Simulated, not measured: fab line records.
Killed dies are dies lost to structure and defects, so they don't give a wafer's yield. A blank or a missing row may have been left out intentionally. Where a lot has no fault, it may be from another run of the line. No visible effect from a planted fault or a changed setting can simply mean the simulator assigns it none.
fab line records    flow n5Finfet
record lots=11  wafers=33  lastDay=17
route steps=1938 shown BEOL_M0@732 BEOL_M1@755 BEOL_M4@1111
lots that met no fault: taken from a fault-free run of the same line
startH: start of the lot's first displayed wafer, in hours after the record's first day    waitH: hours since the lot's step before    " same as the row above    L1.1+2: a single row standing in for several wafers    - no value, or no start given    * or withheld: withheld    < > ~ a bound
route shown NAME@n: names a module that has steps shown in the file, with the first one's number in the route    usual: the fault-free wafers' mean and standard deviation    same: alike in all rows    chamber/n: place in a boat    sites: readings site by site    _std_site: standard deviation of those values    _edge_site: inner sites' mean taken away from outer sites' mean    radiusMm: for every site, how far away it sits from the centre of the wafer    mask NAME#n: copy n    behind: the most recent tool/chamber to have shaped the wafer    hold: what put the lot on hold/how long, in hours/how the hold closed    device: whichever transistor did not switch (one of n, p or np)    end of line: at the end of the route, the tests of the same wafers    a step with no rows: only its recipe    killed: the dies lost at the first sort to structure and to defects; this is not the yield of the wafer    map: shows each die of a wafer: x if killed, . if not, _ if none is there
set.NAME: the setting that was run; set.NAME@STEP: the one run at that earlier step    model.NAME: the simulator's own value behind a step, which no gauge read
the route's steps for a sample of lots (tables are steps, rows are wafers)
services: when a tool's chamber went out of use (startH, in hours from the record's first day, below 0 if earlier), for how many hours, and the reason
## steps
# step N5_BEOL_M0_SURFACE_TREAT_137
# recipe gas=Ar  timeS=*  ionEnergyEv=*  ionCurrentMaCm2=0.5  pressureMtorr=*  arFlowSccm=30
# usual throttleValvePct=*
lot.wafer  tool           chamber  startH  waitH  throttleValvePct
L123.2     pvdSputter-02  -        123.21  0.1    *
L123.3     "              -        "       "      *
L123.5     "              -        "       "      *
L124.2     pvdSputter-03  -        123.48  0.2    *
L124.3     "              -        "       "      *
L124.4     "              -        "       "      *
L128.1     pvdSputter-02  -        141.81  0.2    *
L128.4     "              -        "       "      *
L128.5     "              -        "       "      *
L130.1     pvdSputter-03  -        164.21  0.3    *
L130.3     "              -        "       "      *
L130.6     "              -        "       "      *
L132.1     pvdSputter-02  -        171.00  0.1    *
L132.2     "              -        "       "      *
L132.6     "              -        "       "      *
L136.3     pvdSputter-03  -        198.79  0.2    *
L136.4     "              -        "       "      *
L136.5     "              -        "       "      *
L140.2     pvdSputter-01  -        216.60  0.2    *
L140.3     "              -        "       "      *
L140.6     "              -        "       "      *
L141.1     pvdSputter-01  -        223.52  1.5    *
L141.2     "              -        "       "      *
L141.5     "              -        "       "      *
L143.1     pvdSputter-01  -        231.27  0.2    *
L143.2     "              -        "       "      *
L143.4     "              -        "       "      *
L144.1     pvdSputter-03  -        243.05  0.2    *
L144.3     "              -        "       "      *
L144.6     "              -        "       "      *
L146.1     pvdSputter-02  -        255.56  0.3    *
L146.4     "              -        "       "      *
L146.6     "              -        "       "      *
# step N5_BEOL_M0_ANNEAL_119
# recipe tempC=225  timeS=90  ambient=N2
# usual wafer_temp_C_max=226.12/0.24
lot.wafer  tool          chamber  startH  waitH  wafer_temp_C_max
L123.2     rtpAnneal-01  0        124.23  0.2    226.09
L123.3     "             0        "       "      226.38
L123.5     "             0        "       "      226.34
L124.2     rtpAnneal-02  0        124.27  0.1    225.89
L124.3     "             0        "       "      225.94
L124.4     "             0        "       "      226.09
L128.1     rtpAnneal-02  0        144.11  0.1    225.96
L128.4     "             0        "       "      226.11
L128.5     "             0        "       "      225.88
L130.1     rtpAnneal-02  0        165.52  0.3    226.78
L130.3     "             0        "       "      226.56
L130.6     "             0        "       "      226.34
L132.1     rtpAnneal-01  0        172.81  0.9    225.89
L132.2     "             0        "       "      226.09
L132.6     "             0        "       "      226.30
L136.3     rtpAnneal-02  0        201.18  0.1    225.85
L136.4     "             0        "       "      225.54
L136.5     "             0        "       "      225.78
L140.2     rtpAnneal-01  0        217.44  0.1    226.03
L140.3     "             0        "       "      225.84
L140.6     "             0        "       "      226.24
L141.1     rtpAnneal-02  0        224.38  0.1    226.43
L141.2     "             0        "       "      225.92
L141.5     "             0        "       "      226.20
L143.1     rtpAnneal-01  0        232.36  0.1    226.29
L143.2     "             0        "       "      226.41
L143.4     "             0        "       "      226.03
L144.1     rtpAnneal-01  0        244.50  0.4    226.32
L144.3     "             0        "       "      226.26
L144.6     "             0        "       "      226.38
L146.1     rtpAnneal-02  0        256.58  0.4    225.86
L146.4     "             0        "       "      226.28
L146.6     "             0        "       "      226.14
# step N5_BEOL_M0_CO_CAP_123
# recipe material=Co  targetThkA=20  tempC=200  precursor=CCTBA/H2  pressureTorr=30  timeS=102.1
# usual heaterPowerW=232/13
lot.wafer  tool      chamber  startH  waitH  heaterPowerW
L123.2     cvdCo-02  2        125.01  0.0    255
L123.3     "         1        "       "      238
L123.5     "         0        "       "      217
L124.2     cvdCo-02  1        125.12  0.0    229
L124.3     "         0        "       "      215
L124.4     "         0        "       "      214
L128.1     cvdCo-02  0        144.78  0.0    214
L128.4     "         2        "       "      248
L128.5     "         0        "       "      213
L130.1     cvdCo-02  0        166.88  0.0    212
L130.3     "         1        "       "      236
L130.6     "         1        "       "      233
L132.1     cvdCo-02  0        175.60  0.0    214
L132.2     "         1        "       "      231
L132.6     "         1        "       "      232
L136.3     cvdCo-02  1        201.81  0.0    237
L136.4     "         1        "       "      233
L136.5     "         0        "       "      211
L140.2     cvdCo-01  0        218.10  0.0    233
L140.3     "         0        "       "      236
L140.6     "         0        "       "      239
L141.1     cvdCo-01  1        225.06  0.0    207
L141.2     "         2        "       "      236
L141.5     "         0        "       "      236
L143.1     cvdCo-02  1        233.03  0.0    234
L143.2     "         2        "       "      253
L143.4     "         1        "       "      235
L144.1     cvdCo-01  0        245.18  0.0    230
L144.3     "         1        "       "      208
L144.6     "         1        "       "      212
L146.1     cvdCo-01  1        257.26  0.0    216
L146.4     "         2        "       "      231
L146.6     "         1        "       "      211
# step N5_BEOL_M1_COAT_61
# recipe resist=SOC  tempC=250  timeS=60  spinRpm=1500  resistThkNm=60
# usual spinSpeedRpm=1499.9/1
lot.wafer  tool           chamber  startH  waitH  spinSpeedRpm
L123.2     lithoTrack-01  0        127.19  0.1    1499.5
L123.3     "              0        "       "      1501.0
L123.5     "              0        "       "      1498.7
L124.2     lithoTrack-02  0        127.29  0.1    1500.9
L124.3     "              0        "       "      1501.1
L124.4     "              0        "       "      1498.5
L128.1     lithoTrack-01  0        147.46  0.1    1499.1
L128.4     "              0        "       "      1500.2
L128.5     "              0        "       "      1500.2
L130.1     lithoTrack-02  0        170.39  0.1    1499.0
L130.3     "              0        "       "      1499.2
L130.6     "              0        "       "      1499.8
L132.1     lithoTrack-01  0        178.16  0.1    1612.5
L132.2     "              0        "       "      1615.1
L132.6     "              0        "       "      1612.1
L136.3     lithoTrack-01  0        202.79  0.1    1611.9
L136.4     "              0        "       "      1614.1
L136.5     "              0        "       "      1614.1
L140.2     lithoTrack-03  0        219.87  0.1    1499.9
L140.3     "              0        "       "      1501.0
L140.6     "              0        "       "      1500.9
L141.1     lithoTrack-03  0        227.33  0.1    1499.6
L141.2     "              0        "       "      1498.8
L141.5     "              0        "       "      1499.5
L143.1     lithoTrack-02  0        233.77  0.1    1499.0
L143.2     "              0        "       "      1499.5
L143.4     "              0        "       "      1500.5
L144.1     lithoTrack-03  0        246.22  0.1    1501.3
L144.3     "              0        "       "      1501.1
L144.6     "              0        "       "      1502.0
L146.1     lithoTrack-03  0        258.79  0.1    1499.0
L146.4     "              0        "       "      1500.0
L146.6     "              0        "       "      1500.4
# step N5_BEOL_M4_RC_MEAS_101
# usual DIBL_N=36.5/1.7  DIBL_P=36.3/2.1  IOFF_N=0.16/0.036  IOFF_P=0.21/0.037  ION_N=676/12  ION_P=462/7.6  SS_N=71.5/0.68  SS_P=73.3/0.63  VT_N=249/3.5  VT_P=-250/3.5
lot.wafer  tool       chamber  startH  waitH  DIBL_N[mV/V]  DIBL_P[mV/V]  IOFF_N[nA/um]  IOFF_P[nA/um]  ION_N[uA/um]  ION_P[uA/um]  SS_N[mV/dec]  SS_P[mV/dec]  VT_N[mV]  VT_P[mV]
L123.2     prober-01  0        176.10  0.2    36.5          36.5          0.18           0.22           682           472           71.6          73.3          248       -248
L123.3     "          0        "       "      37.3          37.2          0.20           0.23           687           463           72.3          73.7          247       -250
L123.5     "          0        "       "      37.0          36.9          0.19           0.22           685           466           72.0          73.5          244       -248
L124.2     prober-02  0        184.13  0.2    37.9          37.5          0.20           0.24           697           470           71.8          73.1          243       -249
L124.3     "          0        "       "      37.5          37.1          0.21           0.24           696           476           71.3          73.3          242       -247
L124.4     "          0        "       "      36.5          36.5          0.18           0.22           685           471           71.8          72.8          245       -247
L128.1     prober-02  0        201.93  0.0    39.0          38.2          0.21           0.26           685           469           71.9          74.1          248       -247
L128.4     "          0        "       "      38.7          38.2          0.20           0.27           683           470           72.0          73.8          243       -246
L128.5     "          0        "       "      37.0          35.9          0.17           0.22           674           462           70.7          73.3          250       -247
L130.1     prober-01  0        219.75  0.0    32.8          33.4          0.11           0.17           650           461           70.6          72.6          258       -251
L130.3     "          0        "       "      34.0          34.9          0.12           0.19           660           457           70.8          72.3          252       -252
L130.6     "          0        "       "      37.2          39.0          0.18           0.26           685           469           71.6          73.8          248       -244
L132.1     prober-02  0        221.94  0.0    34.7          33.5          0.12           0.15           657           450           71.4          73.0          250       -257
L132.2     "          0        "       "      36.8          34.8          0.16           0.16           676           452           71.7          72.9          249       -256
L132.6     "          0        "       "      37.5          36.9          0.18           0.20           683           455           71.2          73.3          248       -254
L136.3     prober-02  0        254.86  0.3    36.1          35.1          0.16           0.25           675           479           70.8          73.5          247       -244
L136.4     "          0        "       "      38.9          38.4          0.22           0.31           694           476           72.2          73.6          245       -239
L136.5     "          0        "       "      36.0          34.6          0.15           0.23           673           475           71.7          72.5          247       -249
L140.2     prober-01  0        256.84  0.2    37.6          38.6          0.18           0.22           681           467           72.4          73.6          248       -250
L140.3     "          0        "       "      35.3          35.9          0.13           0.19           667           459           71.0          73.3          253       -251
L140.6     "          0        "       "      39.6          40.3          0.23           0.25           682           463           72.1          74.1          244       -247
L141.1     prober-02  0        282.16  0.0    38.1          39.1          0.23           0.26           689           467           72.1          73.5          245       -246
L141.2     "          0        "       "      37.3          38.4          0.21           0.26           701           477           71.9          73.4          243       -247
L141.5     "          0        "       "      36.4          37.8          0.19           0.24           693           473           71.6          74.1          247       -248
L143.1     prober-02  0        289.05  0.0    37.4          38.3          0.16           0.22           676           461           71.4          74.0          251       -249
L143.2     "          0        "       "      36.9          37.2          0.16           0.21           682           461           70.6          73.2          250       -251
L143.4     "          0        "       "      37.0          37.3          0.16           0.21           667           463           71.3          72.6          250       -248
L144.1     prober-01  0        293.40  0.0    35.0          34.1          0.12           0.17           665           457           71.3          72.2          252       -251
L144.3     "          0        "       "      35.4          34.3          0.12           0.17           669           455           71.1          72.6          252       -255
L144.6     "          0        "       "      38.7          38.4          0.18           0.23           678           464           72.1          74.3          247       -248
L146.1     prober-01  0        310.17  0.0    39.0          37.7          0.19           0.24           679           463           73.4          74.3          246       -247
L146.4     "          0        "       "      36.7          36.5          0.16           0.24           689           480           70.5          73.0          248       -246
L146.6     "          0        "       "      35.6          34.4          0.13           0.19           679           464           71.2          72.9          250       -252
## services
tool           chamber  startH  hours  kind
lithoTrack-03  -        100.02  -      consumableReplace:filter
cvdCo-01       2        118.40  10.0   repair
cvdCo-01       1        129.71  14.0   repair
cvdCo-02       -        150.86  0.7    repair
pvdSputter-01  -        151.43  3.4    repair
lithoTrack-03  -        181.99  -      consumableReplace:filter
cvdCo-01       1        199.28  -      clean
cvdCo-01       1        199.28  22.0   scheduledDown
cvdCo-01       1        199.28  22.0   ventCycle
## key
firstSign step=N5_BEOL_M1_COAT_61  reading=spinSpeedRpm  direction=up  sigmas=99+  usual=*  struck=*
effect none on later readings
metAt N5_BEOL_M1_COAT_61
struckLots L132,L136
notActingAt N5_BEOL_M0_SURFACE_TREAT_137,N5_BEOL_M0_ANNEAL_119,N5_BEOL_M0_CO_CAP_123
onsetBetween 147.46 178.16
fault kind=processParameterDrift  tool=lithoTrack-01  chamber=-  onsetH=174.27  steps=N5_BEOL_M1_COAT_61  channel=spinRpm  offset=*  shape=step  endH=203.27  actsIn=*  stated=*
